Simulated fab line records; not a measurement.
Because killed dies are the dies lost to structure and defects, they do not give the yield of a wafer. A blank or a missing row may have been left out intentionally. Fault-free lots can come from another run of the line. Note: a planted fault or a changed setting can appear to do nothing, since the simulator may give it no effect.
What tool caused it? / flow nandHarc / 39 wafers from 13 lots sampled at 5 of the route's 1159 steps

## WHAT THE GAUGES READ, wafer by wafer
NHARC_THIN_TSV_CD_MEAS_12: the cd target is 1000 nm.
lot=L112; measured=day 19 00:17; on=cdSem-01; cdNm (nm)=999.1 1001.4 998.3
lot=L114; measured=day 19 06:35; on=cdSem-02; cdNm (nm)=1002.8 999.6 997.2
lot=L117; measured=day 19 07:48; on=cdSem-02; cdNm (nm)=1001.1 999.2 1000.9
lot=L116; measured=day 19 17:07; on=cdSem-03; cdNm (nm)=1000.7 999.4 999.7
lot=L121; measured=day 21 20:13; on=cdSem-03; cdNm (nm)=1000.2 1002.2 996.8
lot=L125; measured=day 21 21:20; on=cdSem-03; cdNm (nm)=999.4 1000.2 999.0
lot=L123; measured=day 22 09:04; on=cdSem-01; cdNm (nm)=1000.1 999.2 1001.5
lot=L126; measured=day 22 16:05; on=cdSem-03; cdNm (nm)=1003.2 1003.3 1001.5
lot=L127; measured=day 23 00:08; on=cdSem-02; cdNm (nm)=1000.8 998.9 1001.9
lot=L131; measured=day 23 01:19; on=cdSem-01; cdNm (nm)=1002.0 1002.1 1000.2
lot=L128; measured=day 23 05:25; on=cdSem-02; cdNm (nm)=999.4 998.6 1001.7
lot=L129; measured=day 23 06:56; on=cdSem-01; cdNm (nm)=1002.4 1004.5 1001.3
lot=L134; measured=day 24 06:17; on=cdSem-01; cdNm (nm)=999.2 1000.0 1001.2

NHARC_THIN_TSV_CD_MEAS_33: the cd target is 5000 nm.
lot=L112; measured=day 19 06:05; on=cdSem-02; cdNm (nm)=4999.5 4999.5 5000.5
lot=L114; measured=day 19 12:40; on=cdSem-02; cdNm (nm)=5002.6 4997.9 5000.1
lot=L117; measured=day 19 13:54; on=cdSem-01; cdNm (nm)=4998.0 4998.9 5000.0
lot=L116; measured=day 19 23:00; on=cdSem-02; cdNm (nm)=4999.6 5004.0 5000.5
lot=L121; measured=day 22 02:26; on=cdSem-02; cdNm (nm)=5000.4 5002.6 4999.6
lot=L125; measured=day 22 03:27; on=cdSem-03; cdNm (nm)=5001.8 4999.7 4999.9
lot=L123; measured=day 22 15:37; on=cdSem-02; cdNm (nm)=4997.8 4999.1 4998.4
lot=L126; measured=day 22 21:55; on=cdSem-03; cdNm (nm)=5002.0 5003.5 5000.6
lot=L127; measured=day 23 06:01; on=cdSem-02; cdNm (nm)=4999.5 5002.3 4998.9
lot=L131; measured=day 23 07:23; on=cdSem-01; cdNm (nm)=5001.6 4998.7 5000.1
lot=L128; measured=day 23 11:32; on=cdSem-02; cdNm (nm)=4997.7 4995.3 4997.4
lot=L129; measured=day 23 12:49; on=cdSem-02; cdNm (nm)=4998.6 4999.9 4999.8
lot=L134; measured=day 24 12:17; on=cdSem-01; cdNm (nm)=4998.4 4999.3 5000.1

NHARC_END_SORT_01.
lot=L114; measured=day 19 22:40; on=prober-02; defectLimitedYield (%)=95.4 96.5 94.5; killedAtArray=28 24 36; killedAtOther=0 0 0; killedAtPeriphery=3 0 1; killedDies=31 24 37; killedOpen=1 5 3; killedShort=4 1 0; sort_bin_2_pct (%)=1.2 0.6 2.4; sort_bin_3_pct (%)=0.30 0.30 0; sort_bin_4_pct (%)=3.1 2.7 3.1; sortNPass=646 653 640; sortRimYieldPct (%)=92.5 96.2 93.4; sortYieldPct (%)=95.4 96.5 94.5
lot=L117; measured=day 19 22:52; on=prober-01; defectLimitedYield (%)=97.6 97.6 94.5; killedAtArray=14 14 29; killedAtOther=0 0 2; killedAtPeriphery=2 2 6; killedDies=16 16 37; killedOpen=0 1 5; killedShort=2 0 3; sort_bin_2_pct (%)=0.7 0.7 1.5; sort_bin_3_pct (%)=0.15 0.15 0.30; sort_bin_4_pct (%)=1.5 1.5 3.7; sortNPass=661 661 640; sortRimYieldPct (%)=95.3 91.5 91.5; sortYieldPct (%)=97.6 97.6 94.5
lot=L125; measured=day 22 12:31; on=prober-01; defectLimitedYield (%)=97.3 97.3 96.9; killedAtArray=15 8 8; killedAtOther=0 1 7; killedAtPeriphery=3 9 6; killedDies=18 18 21; killedOpen=5 2 2; killedShort=0 1 0; sort_bin_2_pct (%)=1.0 0.7 1.2; sort_bin_3_pct (%)=0.15 0.44 0; sort_bin_4_pct (%)=1.5 1.5 1.9; sortNPass=659 659 656; sortRimYieldPct (%)=95.3 95.3 97.2; sortYieldPct (%)=97.3 97.3 96.9
lot=L131; measured=day 23 16:56; on=prober-01; defectLimitedYield (%)=93.6 95.3 96.3; killedAtArray=40 30 25; killedAtOther=0 0 0; killedAtPeriphery=3 2 0; killedDies=43 32 25; killedOpen=5 5 2; killedShort=2 3 2; sort_bin_2_pct (%)=2.1 1.0 0.9; sort_bin_3_pct (%)=0.30 0.59 0.15; sort_bin_4_pct (%)=4.0 3.1 2.7; sortNPass=634 645 652; sortRimYieldPct (%)=92.5 99.1 93.4; sortYieldPct (%)=93.6 95.3 96.3
lot=L129; measured=day 23 23:53; on=prober-01; defectLimitedYield (%)=96.2 95.6 96.6; killedAtArray=22 28 20; killedAtOther=0 0 0; killedAtPeriphery=4 2 3; killedDies=26 30 23; killedOpen=5 3 1; killedShort=1 2 3; sort_bin_2_pct (%)=1.3 1.5 0.9; sort_bin_3_pct (%)=0.59 0.15 0.15; sort_bin_4_pct (%)=1.9 2.8 2.4; sortNPass=651 647 654; sortRimYieldPct (%)=93.4 99.1 96.2; sortYieldPct (%)=96.2 95.6 96.6
lot=L134; measured=day 24 20:52; on=prober-01; defectLimitedYield (%)=96.8 96.9 96.5; killedAtArray=18 15 21; killedAtOther=0 0 0; killedAtPeriphery=4 6 3; killedDies=22 21 24; killedOpen=1 2 5; killedShort=2 2 0; sort_bin_2_pct (%)=0.6 1.3 1.2; sort_bin_3_pct (%)=0.30 0.30 0; sort_bin_4_pct (%)=2.4 1.5 2.4; sortNPass=655 656 653; sortRimYieldPct (%)=94.3 98.1 95.3; sortYieldPct (%)=96.8 96.9 96.5

## WHICH TOOL RAN EACH LOT (tool, then ch and the chambers of the sampled wafers, then the start)
lot=L112; NHARC_THIN_TSV_DEP_47=pecvd-04 ch 0,1, day 19 02:11; NHARC_THIN_TSV_ANNEAL_52=rtpAnneal-01 ch 0, day 19 04:19
lot=L114; NHARC_THIN_TSV_DEP_47=pecvd-01 ch 0,1,2, day 19 08:37; NHARC_THIN_TSV_ANNEAL_52=rtpAnneal-02 ch 0, day 19 10:44
lot=L117; NHARC_THIN_TSV_DEP_47=pecvd-03 ch 0,1,2, day 19 09:51; NHARC_THIN_TSV_ANNEAL_52=rtpAnneal-01 ch 0, day 19 11:59
lot=L116; NHARC_THIN_TSV_DEP_47=pecvd-01 ch 1,2, day 19 18:59; NHARC_THIN_TSV_ANNEAL_52=rtpAnneal-01 ch 0, day 19 21:09
lot=L121; NHARC_THIN_TSV_DEP_47=pecvd-03 ch 0,2, day 21 22:26; NHARC_THIN_TSV_ANNEAL_52=rtpAnneal-01, day 22 00:34
lot=L125; NHARC_THIN_TSV_DEP_47=pecvd-01 ch 0,2, day 21 23:19; NHARC_THIN_TSV_ANNEAL_52=rtpAnneal-01, day 22 01:34
lot=L123; NHARC_THIN_TSV_DEP_47=pecvd-01 ch 0,1,2, day 22 11:34; NHARC_THIN_TSV_ANNEAL_52=rtpAnneal-01 ch 0, day 22 13:40
lot=L126; NHARC_THIN_TSV_DEP_47=pecvd-01 ch 1,2, day 22 17:58; NHARC_THIN_TSV_ANNEAL_52=rtpAnneal-01 ch 0, day 22 20:05
lot=L127; NHARC_THIN_TSV_DEP_47=pecvd-04 ch 1,2, day 23 02:00; NHARC_THIN_TSV_ANNEAL_52=rtpAnneal-01 ch 0, day 23 04:08
lot=L131; NHARC_THIN_TSV_DEP_47=pecvd-03 ch 1,2, day 23 03:14; NHARC_THIN_TSV_ANNEAL_52=rtpAnneal-02 ch 0, day 23 05:32
lot=L128; NHARC_THIN_TSV_DEP_47=pecvd-04 ch 0,1,2, day 23 07:29; NHARC_THIN_TSV_ANNEAL_52=rtpAnneal-01 ch 0, day 23 09:46
lot=L129; NHARC_THIN_TSV_DEP_47=pecvd-01 ch 0,1, day 23 08:45; NHARC_THIN_TSV_ANNEAL_52=rtpAnneal-01 ch 0, day 23 10:55
lot=L134; NHARC_THIN_TSV_DEP_47=pecvd-03 ch 0,1, day 24 08:13; NHARC_THIN_TSV_ANNEAL_52=rtpAnneal-02 ch 0, day 24 10:23
- NHARC_THIN_TSV_DEP_47: deposits SiO2, target thk 200 nm.
- NHARC_THIN_TSV_ANNEAL_52: time 90 s.

## AS READ BY THE TOOLS THEMSELVES (means over the sampled wafers that have a number; for cases with no such wafer, the mark the record gives instead)
NHARC_THIN_TSV_DEP_47.
lot=L112; tool=pecvd-04; throttleValvePct (%)=16.3
lot=L114; tool=pecvd-01; throttleValvePct (%)=15.9
lot=L117; tool=pecvd-03; throttleValvePct (%)=15.5
lot=L116; tool=pecvd-01; throttleValvePct (%)=15.4
lot=L121; tool=pecvd-03; throttleValvePct (%)=15.0
lot=L125; tool=pecvd-01; throttleValvePct (%)=15.8
lot=L123; tool=pecvd-01; throttleValvePct (%)=15.8
lot=L126; tool=pecvd-01; throttleValvePct (%)=15.9
lot=L127; tool=pecvd-04; throttleValvePct (%)=16.2
lot=L131; tool=pecvd-03; throttleValvePct (%)=15.5
lot=L128; tool=pecvd-04; throttleValvePct (%)=16.0
lot=L129; tool=pecvd-01; throttleValvePct (%)=15.8
lot=L134; tool=pecvd-03; throttleValvePct (%)=15.2

NHARC_THIN_TSV_ANNEAL_52.
lot=L112; tool=rtpAnneal-01; annealTempC (C)=224.92; annealTempCMax=226.2; wafer_temp_C_max=226.30
lot=L114; tool=rtpAnneal-02; annealTempC (C)=224.93; annealTempCMax=226.6; wafer_temp_C_max=225.71
lot=L117; tool=rtpAnneal-01; annealTempC (C)=224.97; annealTempCMax=226.1; wafer_temp_C_max=226.09
lot=L116; tool=rtpAnneal-01; annealTempC (C)=224.91; annealTempCMax=226.3; wafer_temp_C_max=226.27
lot=L121; tool=rtpAnneal-01; annealTempC (C)=-; annealTempCMax=-; wafer_temp_C_max=-
lot=L125; tool=rtpAnneal-01; annealTempC (C)=-; annealTempCMax=-; wafer_temp_C_max=-
lot=L123; tool=rtpAnneal-01; annealTempC (C)=225.02; annealTempCMax=226.5; wafer_temp_C_max=225.88
lot=L126; tool=rtpAnneal-01; annealTempC (C)=225.03; annealTempCMax=226.3; wafer_temp_C_max=225.87
lot=L127; tool=rtpAnneal-01; annealTempC (C)=224.72; annealTempCMax=226.1; wafer_temp_C_max=225.98
lot=L131; tool=rtpAnneal-02; annealTempC (C)=224.93; annealTempCMax=226.5; wafer_temp_C_max=225.85
lot=L128; tool=rtpAnneal-01; annealTempC (C)=224.87; annealTempCMax=226.1; wafer_temp_C_max=225.86
lot=L129; tool=rtpAnneal-01; annealTempC (C)=224.99; annealTempCMax=226.3; wafer_temp_C_max=225.84
lot=L134; tool=rtpAnneal-02; annealTempC (C)=225.13; annealTempCMax=226.6; wafer_temp_C_max=226.02

## THE ANSWER, worked out from the rows above alone
Rule: the lots themselves supply what counts as usual. The widest of any qualifying gaps counts: lots, ordered by their means at a reading, are off when they make up no more than a third of the lots, leave a main group of 4 or more, and stand apart from it by 3 or more times the standard deviation of that group's means. A main group is skipped when, at the precision printed for the reading in the tables above, its means are all equal. A lot without any number at a reading at which 4 lots or more have one is off too. Any other lot the step has rows for is counted as sound. First the gauges in route order, then the tools' own readings, where a lot's mean is used as printed above. The first step at which some lot is off is used, and at that step the reading that is off furthest; a lot without a number counts as furthest.
Off: L125 (NHARC_END_SORT_01, killedAtOther). The main group has a mean of 0.1 with a standard deviation of 0.27. Neither off nor sound, because the step has no rows for them: L112, L116, L121, L123, L126, L127, L128.
A tool fits if, at a process step before that reading, it ran every lot that is off, and no sound lot after the first of them. The gauges at NHARC_END_SORT_01 aren't tried: what is off there is off at NHARC_THIN_TSV_ANNEAL_52 too, on other tools, and a gauge's error can't cause that. Not one of the candidates tried fits.

## WHAT WAS PUT IN BY THE SIMULATOR
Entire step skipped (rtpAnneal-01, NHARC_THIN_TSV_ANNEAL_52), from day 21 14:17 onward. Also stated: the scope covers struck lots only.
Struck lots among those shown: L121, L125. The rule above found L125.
